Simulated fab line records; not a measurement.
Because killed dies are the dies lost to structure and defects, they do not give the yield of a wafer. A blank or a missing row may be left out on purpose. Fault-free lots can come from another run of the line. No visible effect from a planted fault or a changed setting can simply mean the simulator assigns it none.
Which tool did it? || flow n5Finfet || 66 wafers from 22 lots sampled at 4 of the route's 1938 steps

== WHAT THE GAUGES SHOWED, per wafer ==
N5_WELL_APT_OVL_MEAS_26.
{"lot": "L075", "measured": "day 1 22:40", "on": "overlay-02", "PWELL_OVL (nm)": "1 9 4"}
{"lot": "L076", "measured": "day 2 02:51", "on": "overlay-01", "PWELL_OVL (nm)": "4 1 2"}
{"lot": "L077", "measured": "day 2 10:12", "on": "overlay-01", "PWELL_OVL (nm)": "7 2 5"}
{"lot": "L078", "measured": "day 2 15:08", "on": "overlay-02", "PWELL_OVL (nm)": "-9 -2 -7"}
{"lot": "L079", "measured": "day 2 21:08", "on": "overlay-01", "PWELL_OVL (nm)": "3 3 4"}
{"lot": "L080", "measured": "day 3 03:34", "on": "overlay-01", "PWELL_OVL (nm)": "-4 2 3"}
{"lot": "L081", "measured": "day 3 09:33", "on": "overlay-02", "PWELL_OVL (nm)": "-1 1 -7"}
{"lot": "L082", "measured": "day 3 15:01", "on": "overlay-01", "PWELL_OVL (nm)": "-5 -2 -8"}
{"lot": "L083", "measured": "day 3 21:09", "on": "overlay-02", "PWELL_OVL (nm)": "1 3 -3"}
{"lot": "L084", "measured": "day 4 02:59", "on": "overlay-01", "PWELL_OVL (nm)": "3 -4 1"}
{"lot": "L085", "measured": "day 4 08:52", "on": "overlay-02", "PWELL_OVL (nm)": "-6 -2 -2"}
{"lot": "L087", "measured": "day 4 20:59", "on": "overlay-02", "PWELL_OVL (nm)": "4 3 13"}
{"lot": "L088", "measured": "day 5 03:36", "on": "overlay-02", "PWELL_OVL (nm)": "15 2 15"}
{"lot": "L089", "measured": "day 5 09:25", "on": "overlay-02", "PWELL_OVL (nm)": "0 2 2"}
{"lot": "L090", "measured": "day 5 15:07", "on": "overlay-02", "PWELL_OVL (nm)": "2 0 -3"}
{"lot": "L091", "measured": "day 5 20:51", "on": "overlay-01", "PWELL_OVL (nm)": "-3 3 -4"}
{"lot": "L092", "measured": "day 6 02:50", "on": "overlay-02", "PWELL_OVL (nm)": "-3 -7 6"}
{"lot": "L093", "measured": "day 6 09:14", "on": "overlay-02", "PWELL_OVL (nm)": "-3 -2 -3"}
{"lot": "L094", "measured": "day 6 15:02", "on": "overlay-02", "PWELL_OVL (nm)": "1 4 6"}
{"lot": "L095", "measured": "day 6 21:12", "on": "overlay-01", "PWELL_OVL (nm)": "-6 -4 2"}
{"lot": "L096", "measured": "day 7 02:58", "on": "overlay-01", "PWELL_OVL (nm)": "5 1 1"}
{"lot": "L097", "measured": "day 7 08:43", "on": "overlay-01", "PWELL_OVL (nm)": "4 6 3"}

N5_PMOS_HMC_CHANNEL_EPI_INSPECT_11: inspects for defects (macro).
{"lot": "L075", "measured": "day 2 01:16", "on": "defectInspect-02", "rawDefectCount": "2 1 1"}
{"lot": "L076", "measured": "day 2 04:56", "on": "defectInspect-01", "rawDefectCount": "2 1 4"}
{"lot": "L077", "measured": "day 2 12:59", "on": "defectInspect-01", "rawDefectCount": "3 2 1"}
{"lot": "L078", "measured": "day 2 17:19", "on": "defectInspect-02", "rawDefectCount": "1 2 4"}
{"lot": "L079", "measured": "day 2 23:39", "on": "defectInspect-02", "rawDefectCount": "2 3 2"}
{"lot": "L080", "measured": "day 3 05:53", "on": "defectInspect-02", "rawDefectCount": "1 2 1"}
{"lot": "L081", "measured": "day 3 11:55", "on": "defectInspect-02", "rawDefectCount": "3 3 0"}
{"lot": "L082", "measured": "day 3 18:29", "on": "defectInspect-02", "rawDefectCount": "0 4 3"}
{"lot": "L083", "measured": "day 4 00:10", "on": "defectInspect-02", "rawDefectCount": "3 0 1"}
{"lot": "L084", "measured": "day 4 05:41", "on": "defectInspect-02", "rawDefectCount": "3 2 1"}
{"lot": "L085", "measured": "day 4 11:26", "on": "defectInspect-02", "rawDefectCount": "1 1 0"}
{"lot": "L087", "measured": "day 4 23:31", "on": "defectInspect-02", "rawDefectCount": "7 3 1"}
{"lot": "L088", "measured": "day 5 05:48", "on": "defectInspect-02", "rawDefectCount": "3 2 0"}
{"lot": "L089", "measured": "day 5 11:41", "on": "defectInspect-01", "rawDefectCount": "7 1 5"}
{"lot": "L090", "measured": "day 5 17:35", "on": "defectInspect-02", "rawDefectCount": "0 4 2"}
{"lot": "L091", "measured": "day 5 23:04", "on": "defectInspect-02", "rawDefectCount": "0 1 0"}
{"lot": "L092", "measured": "day 6 04:58", "on": "defectInspect-01", "rawDefectCount": "2 2 0"}
{"lot": "L093", "measured": "day 6 11:32", "on": "defectInspect-01", "rawDefectCount": "1 1 2"}
{"lot": "L094", "measured": "day 6 17:13", "on": "defectInspect-02", "rawDefectCount": "1 3 3"}
{"lot": "L095", "measured": "day 6 23:33", "on": "defectInspect-02", "rawDefectCount": "2 0 2"}
{"lot": "L096", "measured": "day 7 05:14", "on": "defectInspect-02", "rawDefectCount": "3 2 0"}
{"lot": "L097", "measured": "day 7 11:09", "on": "defectInspect-02", "rawDefectCount": "1 3 2"}

N5_FIN_SAQP_OVL_MEAS_17.
{"lot": "L075", "measured": "day 2 05:22", "on": "overlay-01", "FIN_CORE_OVL (nm)": "0.9 0.1 0.7"}
{"lot": "L076", "measured": "day 2 09:17", "on": "overlay-01", "FIN_CORE_OVL (nm)": "-0.4 0.4 0.1"}
{"lot": "L077", "measured": "day 2 17:26", "on": "overlay-02", "FIN_CORE_OVL (nm)": "1.6 -0.3 0.6"}
{"lot": "L078", "measured": "day 2 21:46", "on": "overlay-01", "FIN_CORE_OVL (nm)": "1.0 0.2 -0.1"}
{"lot": "L079", "measured": "day 3 04:45", "on": "overlay-02", "FIN_CORE_OVL (nm)": "0.1 0.7 0.0"}
{"lot": "L080", "measured": "day 3 10:35", "on": "overlay-01", "FIN_CORE_OVL (nm)": "0.0 0.6 -0.5"}
{"lot": "L081", "measured": "day 3 16:08", "on": "overlay-02", "FIN_CORE_OVL (nm)": "0.9 -0.3 0.9"}
{"lot": "L082", "measured": "day 3 22:52", "on": "overlay-01", "FIN_CORE_OVL (nm)": "0.7 0.9 0.6"}
{"lot": "L083", "measured": "day 4 04:27", "on": "overlay-02", "FIN_CORE_OVL (nm)": "0.6 0.0 0.2"}
{"lot": "L084", "measured": "day 4 10:19", "on": "overlay-01", "FIN_CORE_OVL (nm)": "0.1 0.5 1.0"}
{"lot": "L085", "measured": "day 4 16:07", "on": "overlay-02", "FIN_CORE_OVL (nm)": "2.2 -0.6 1.6"}
{"lot": "L087", "measured": "day 5 05:29", "on": "overlay-01", "FIN_CORE_OVL (nm)": "0.4 1.3 0.6"}
{"lot": "L088", "measured": "day 5 10:16", "on": "overlay-02", "FIN_CORE_OVL (nm)": "0.0 0.7 0.9"}
{"lot": "L089", "measured": "day 5 16:12", "on": "overlay-02", "FIN_CORE_OVL (nm)": "0.3 1.2 1.6"}
{"lot": "L090", "measured": "day 5 21:53", "on": "overlay-01", "FIN_CORE_OVL (nm)": "-0.7 -0.8 0.1"}
{"lot": "L091", "measured": "day 6 03:38", "on": "overlay-01", "FIN_CORE_OVL (nm)": "0.4 0.5 -1.1"}
{"lot": "L092", "measured": "day 6 09:48", "on": "overlay-01", "FIN_CORE_OVL (nm)": "1.2 0.4 1.0"}
{"lot": "L093", "measured": "day 6 15:50", "on": "overlay-01", "FIN_CORE_OVL (nm)": "-1.2 0.3 0.5"}
{"lot": "L094", "measured": "day 6 21:38", "on": "overlay-01", "FIN_CORE_OVL (nm)": "0.5 0.8 0.9"}
{"lot": "L095", "measured": "day 7 03:56", "on": "overlay-01", "FIN_CORE_OVL (nm)": "1.0 0.2 -0.2"}
{"lot": "L096", "measured": "day 7 10:23", "on": "overlay-01", "FIN_CORE_OVL (nm)": "1.7 0.7 0.2"}
{"lot": "L097", "measured": "day 7 15:23", "on": "overlay-01", "FIN_CORE_OVL (nm)": "1.3 0.0 -0.8"}

== EACH LOT AND THE TOOL THAT RAN IT (in order: tool; ch and the chambers of the sampled wafers; start) ==
{"lot": "L075", "N5_PMOS_HMC_CHANNEL_EPI_ETCH_32": "rieDiel-06 ch 1,2,3, day 2 01:20"}
{"lot": "L076", "N5_PMOS_HMC_CHANNEL_EPI_ETCH_32": "rieDiel-05 ch 0,2,3, day 2 05:00"}
{"lot": "L077", "N5_PMOS_HMC_CHANNEL_EPI_ETCH_32": "rieDiel-06 ch 2,3, day 2 13:03"}
{"lot": "L078", "N5_PMOS_HMC_CHANNEL_EPI_ETCH_32": "rieDiel-02 ch 0,1,2, day 2 17:36"}
{"lot": "L079", "N5_PMOS_HMC_CHANNEL_EPI_ETCH_32": "rieDiel-06 ch 0,1,3, day 2 23:43"}
{"lot": "L080", "N5_PMOS_HMC_CHANNEL_EPI_ETCH_32": "rieDiel-02 ch 0,1,2, day 3 05:58"}
{"lot": "L081", "N5_PMOS_HMC_CHANNEL_EPI_ETCH_32": "rieDiel-06 ch 1,2, day 3 11:59"}
{"lot": "L082", "N5_PMOS_HMC_CHANNEL_EPI_ETCH_32": "rieDiel-02 ch 2,3, day 3 18:49"}
{"lot": "L083", "N5_PMOS_HMC_CHANNEL_EPI_ETCH_32": "rieDiel-05 ch 0,1,2, day 4 00:15"}
{"lot": "L084", "N5_PMOS_HMC_CHANNEL_EPI_ETCH_32": "rieDiel-06 ch 0,1,3, day 4 05:45"}
{"lot": "L085", "N5_PMOS_HMC_CHANNEL_EPI_ETCH_32": "rieDiel-06 ch 0,2,3, day 4 11:30"}
{"lot": "L087", "N5_PMOS_HMC_CHANNEL_EPI_ETCH_32": "rieDiel-02 ch 0,3, day 4 23:35"}
{"lot": "L088", "N5_PMOS_HMC_CHANNEL_EPI_ETCH_32": "rieDiel-05 ch 1,2, day 5 05:52"}
{"lot": "L089", "N5_PMOS_HMC_CHANNEL_EPI_ETCH_32": "rieDiel-06 ch 0,1,2, day 5 11:45"}
{"lot": "L090", "N5_PMOS_HMC_CHANNEL_EPI_ETCH_32": "rieDiel-05 ch 1,2,3, day 5 17:39"}
{"lot": "L091", "N5_PMOS_HMC_CHANNEL_EPI_ETCH_32": "rieDiel-02 ch 2,3, day 5 23:08"}
{"lot": "L092", "N5_PMOS_HMC_CHANNEL_EPI_ETCH_32": "rieDiel-05 ch 0,1,3, day 6 05:01"}
{"lot": "L093", "N5_PMOS_HMC_CHANNEL_EPI_ETCH_32": "rieDiel-02 ch 0,3, day 6 11:35"}
{"lot": "L094", "N5_PMOS_HMC_CHANNEL_EPI_ETCH_32": "rieDiel-02 ch 0,1,2, day 6 17:17"}
{"lot": "L095", "N5_PMOS_HMC_CHANNEL_EPI_ETCH_32": "rieDiel-02 ch 0,1,2, day 6 23:37"}
{"lot": "L096", "N5_PMOS_HMC_CHANNEL_EPI_ETCH_32": "rieDiel-05 ch 0,3, day 7 05:18"}
{"lot": "L097", "N5_PMOS_HMC_CHANNEL_EPI_ETCH_32": "rieDiel-06 ch 0,1,3, day 7 11:13"}
- N5_PMOS_HMC_CHANNEL_EPI_ETCH_32: etches BARC in N2/H2, stops on SiO2, target depth 85.8 nm, time 50.3 s.

== WHAT THE TOOLS THEMSELVES READ (means of the sampled wafers that have a number; where no wafer has one, the mark that the record gives instead) ==
N5_PMOS_HMC_CHANNEL_EPI_ETCH_32.
{"lot": "L075", "tool": "rieDiel-06", "drypumpMotorCurrentA (A)": 6.0, "oesProductAu (a.u.)": 0.64, "rfFwdPowerW (W)": 828, "rfVppV (V)": 524.9, "showerheadPlenumPTorr (Torr)": 2.62, "throttleValvePct (%)": 17.96}
{"lot": "L076", "tool": "rieDiel-05", "drypumpMotorCurrentA (A)": 5.5, "oesProductAu (a.u.)": 0.71, "rfFwdPowerW (W)": 833, "rfVppV (V)": 523.4, "showerheadPlenumPTorr (Torr)": 2.53, "throttleValvePct (%)": 17.63}
{"lot": "L077", "tool": "rieDiel-06", "drypumpMotorCurrentA (A)": 5.7, "oesProductAu (a.u.)": 0.66, "rfFwdPowerW (W)": 826, "rfVppV (V)": 527.3, "showerheadPlenumPTorr (Torr)": 2.66, "throttleValvePct (%)": 17.92}
{"lot": "L078", "tool": "rieDiel-02", "drypumpMotorCurrentA (A)": 5.6, "oesProductAu (a.u.)": 0.71, "rfFwdPowerW (W)": 832, "rfVppV (V)": 524.3, "showerheadPlenumPTorr (Torr)": 2.57, "throttleValvePct (%)": 17.89}
{"lot": "L079", "tool": "rieDiel-06", "drypumpMotorCurrentA (A)": 5.8, "oesProductAu (a.u.)": 0.66, "rfFwdPowerW (W)": 826, "rfVppV (V)": 523.5, "showerheadPlenumPTorr (Torr)": 2.56, "throttleValvePct (%)": 18.02}
{"lot": "L080", "tool": "rieDiel-02", "drypumpMotorCurrentA (A)": 5.6, "oesProductAu (a.u.)": 0.70, "rfFwdPowerW (W)": 832, "rfVppV (V)": 524.6, "showerheadPlenumPTorr (Torr)": 2.57, "throttleValvePct (%)": 17.89}
{"lot": "L081", "tool": "rieDiel-06", "drypumpMotorCurrentA (A)": 6.2, "oesProductAu (a.u.)": 0.62, "rfFwdPowerW (W)": 831, "rfVppV (V)": 523.4, "showerheadPlenumPTorr (Torr)": 2.58, "throttleValvePct (%)": 18.01}
{"lot": "L082", "tool": "rieDiel-02", "drypumpMotorCurrentA (A)": 5.9, "oesProductAu (a.u.)": 0.65, "rfFwdPowerW (W)": 831, "rfVppV (V)": 523.5, "showerheadPlenumPTorr (Torr)": 2.55, "throttleValvePct (%)": 17.90}
{"lot": "L083", "tool": "rieDiel-05", "drypumpMotorCurrentA (A)": 5.7, "oesProductAu (a.u.)": 0.71, "rfFwdPowerW (W)": 832, "rfVppV (V)": 524.7, "showerheadPlenumPTorr (Torr)": 2.57, "throttleValvePct (%)": 17.53}
{"lot": "L084", "tool": "rieDiel-06", "drypumpMotorCurrentA (A)": 5.8, "oesProductAu (a.u.)": 0.65, "rfFwdPowerW (W)": 828, "rfVppV (V)": 524.6, "showerheadPlenumPTorr (Torr)": 2.55, "throttleValvePct (%)": 18.04}
{"lot": "L085", "tool": "rieDiel-06", "drypumpMotorCurrentA (A)": 5.5, "oesProductAu (a.u.)": 0.67, "rfFwdPowerW (W)": 827, "rfVppV (V)": 526.0, "showerheadPlenumPTorr (Torr)": 2.59, "throttleValvePct (%)": 18.00}
{"lot": "L087", "tool": "rieDiel-02", "drypumpMotorCurrentA (A)": 5.3, "oesProductAu (a.u.)": 0.60, "rfFwdPowerW (W)": 832, "rfVppV (V)": 524.7, "showerheadPlenumPTorr (Torr)": 2.58, "throttleValvePct (%)": 18.18}
{"lot": "L088", "tool": "rieDiel-05", "drypumpMotorCurrentA (A)": 5.8, "oesProductAu (a.u.)": 0.66, "rfFwdPowerW (W)": 830, "rfVppV (V)": 526.7, "showerheadPlenumPTorr (Torr)": 2.62, "throttleValvePct (%)": 17.72}
{"lot": "L089", "tool": "rieDiel-06", "drypumpMotorCurrentA (A)": 5.8, "oesProductAu (a.u.)": 0.64, "rfFwdPowerW (W)": 831, "rfVppV (V)": 524.0, "showerheadPlenumPTorr (Torr)": 2.55, "throttleValvePct (%)": 18.05}
{"lot": "L090", "tool": "rieDiel-05", "drypumpMotorCurrentA (A)": 5.6, "oesProductAu (a.u.)": 0.65, "rfFwdPowerW (W)": 831, "rfVppV (V)": 525.1, "showerheadPlenumPTorr (Torr)": 2.58, "throttleValvePct (%)": 17.84}
{"lot": "L091", "tool": "rieDiel-02", "drypumpMotorCurrentA (A)": 5.7, "oesProductAu (a.u.)": 0.61, "rfFwdPowerW (W)": 829, "rfVppV (V)": 523.7, "showerheadPlenumPTorr (Torr)": 2.52, "throttleValvePct (%)": 18.06}
{"lot": "L092", "tool": "rieDiel-05", "drypumpMotorCurrentA (A)": 5.3, "oesProductAu (a.u.)": 0.65, "rfFwdPowerW (W)": 832, "rfVppV (V)": 523.7, "showerheadPlenumPTorr (Torr)": 2.53, "throttleValvePct (%)": 17.74}
{"lot": "L093", "tool": "rieDiel-02", "drypumpMotorCurrentA (A)": 5.4, "oesProductAu (a.u.)": 0.59, "rfFwdPowerW (W)": 829, "rfVppV (V)": 524.0, "showerheadPlenumPTorr (Torr)": 2.55, "throttleValvePct (%)": 18.19}
{"lot": "L094", "tool": "rieDiel-02", "drypumpMotorCurrentA (A)": 5.6, "oesProductAu (a.u.)": 0.67, "rfFwdPowerW (W)": 833, "rfVppV (V)": 524.5, "showerheadPlenumPTorr (Torr)": 2.56, "throttleValvePct (%)": 17.94}
{"lot": "L095", "tool": "rieDiel-02", "drypumpMotorCurrentA (A)": 5.6, "oesProductAu (a.u.)": 0.67, "rfFwdPowerW (W)": 829, "rfVppV (V)": 523.5, "showerheadPlenumPTorr (Torr)": 2.56, "throttleValvePct (%)": 17.94}
{"lot": "L096", "tool": "rieDiel-05", "drypumpMotorCurrentA (A)": 5.1, "oesProductAu (a.u.)": 0.64, "rfFwdPowerW (W)": 833, "rfVppV (V)": 521.6, "showerheadPlenumPTorr (Torr)": 2.48, "throttleValvePct (%)": 17.85}
{"lot": "L097", "tool": "rieDiel-06", "drypumpMotorCurrentA (A)": 5.8, "oesProductAu (a.u.)": 0.64, "rfFwdPowerW (W)": 828, "rfVppV (V)": 523.8, "showerheadPlenumPTorr (Torr)": 2.54, "throttleValvePct (%)": 18.07}

== THE ANSWER, worked out from the rows above alone ==
Rule: usual is defined by the lots themselves. Put in order of their means at a reading, lots are off if they are a third of the lots or fewer, leave a main group of 4 or more, and stand apart from it by a gap of 3 or more times the standard deviation of the main group's means; of several such gaps the widest counts. The tables above print the reading to a certain number of digits; a main group whose means all agree to those digits is not used. A lot without any number at a reading at which 4 lots or more have one is off too. Where the step has rows for the other lots, those lots are counted as sound. First the gauges in route order, then the tools' own readings, where a lot's mean is used as printed above. The first step at which some lot is off is used, and at that step the reading that is off furthest; a lot without a number counts as furthest.
Across all readings shown, no lot is off: no conclusion can be drawn from this.

== WHAT THE SIMULATOR PUT IN ==
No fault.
